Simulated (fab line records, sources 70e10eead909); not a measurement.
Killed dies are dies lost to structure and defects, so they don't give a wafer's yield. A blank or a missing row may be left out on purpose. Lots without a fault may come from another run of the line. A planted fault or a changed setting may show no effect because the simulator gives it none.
Chamber matching | flow nand_harc | NHARC_A_M0_ETCH_34 on rie_diel-09: 4 sister chambers
The step etches the open film in N2/H2, target depth 40 nm, overetch 12 nm, time 43.94 s. 16 wafers are shown with their chamber, then 8 later ones without.

WAFERS WITH THEIR CHAMBER
wafer  | chamber | showerhead_plenum_p_Torr (Torr) | rf_vpp_V (V) | oes_product_au (a.u.)
L074.1 | 2       | 2.14                            | 433.4        | 1.010
L074.2 | 0       | 1.96                            | 428.6        | 1.009
L074.6 | 2       | 2.14                            | 432.4        | 1.011
L078.2 | 0       | 1.96                            | 428.7        | 0.992
L078.3 | 3       | 2.05                            | 431.0        | 0.995
L078.6 | 2       | 2.14                            | 432.4        | 1.003
L089.1 | 2       | 2.13                            | 433.3        | 1.002
L089.3 | 1       | 2.18                            | 435.6        | 1.005
L089.4 | 3       | 2.05                            | 429.8        | 1.010
L088.4 | 1       | 2.18                            | 434.7        | 0.983
L088.5 | 2       | 2.13                            | 432.9        | 1.000
L088.6 | 1       | 2.18                            | 432.8        | 0.993
L091.2 | 3       | 2.05                            | 432.1        | 1.012
L091.3 | 0       | 1.95                            | 428.9        | 1.007
L091.6 | 0       | 1.95                            | 427.5        | 1.005
L094.1 | 3       | 2.05                            | 430.9        | 1.022

SIGNATURES (means of the wafers above)
reading                  | chamber 0 | chamber 1 | chamber 2 | chamber 3 | scatter within a chamber
showerhead_plenum_p_Torr | 1.9550    | 2.1800    | 2.1360    | 2.0500    | 0.00428
rf_vpp_V                 | 428.425   | 434.367   | 432.880   | 430.950   | 0.858
oes_product_au           | 1.00325   | 0.99367   | 1.00520   | 1.00975   | 0.00862
Rule: a wafer's distance from a chamber is the root of the sum, over the readings, of the square of ((its reading less the chamber's mean) divided by the reading's scatter). The wafer belongs to the nearest chamber; if the next one is less than 2 further off, it can't be placed. The scatter: the root of (the sum of the squares of (reading less its chamber's mean) over the shown wafers, divided by (wafers less chambers)).

WAFERS WITHOUT THEIR CHAMBER
wafer  | showerhead_plenum_p_Torr (Torr) | rf_vpp_V (V) | oes_product_au (a.u.)
L094.2 | 2.18                            | 432.6        | 1.001
L094.3 | 1.95                            | 428.1        | 1.002
L094.4 | 2.13                            | 432.8        | 1.001
L094.5 | 2.18                            | 434.6        | 0.996
L094.6 | 1.95                            | 428.3        | 0.991
L097.2 | 2.13                            | 432.9        | 0.996
L097.4 | 2.18                            | 434.3        | 1.006
L097.5 | 2.18                            | 432.7        | 1.006

WHICH CHAMBER EACH WENT THROUGH
wafer  | from the rows above | in truth
L094.2 | 1                   | 1
L094.3 | 0                   | 0
L094.4 | 2                   | 2
L094.5 | 1                   | 1
L094.6 | 0                   | 0
L097.2 | 2                   | 2
L097.4 | 1                   | 1
L097.5 | 1                   | 1
Placed correctly: 8 of 8. Can't be placed from these rows: 0. Placed wrongly: 0.
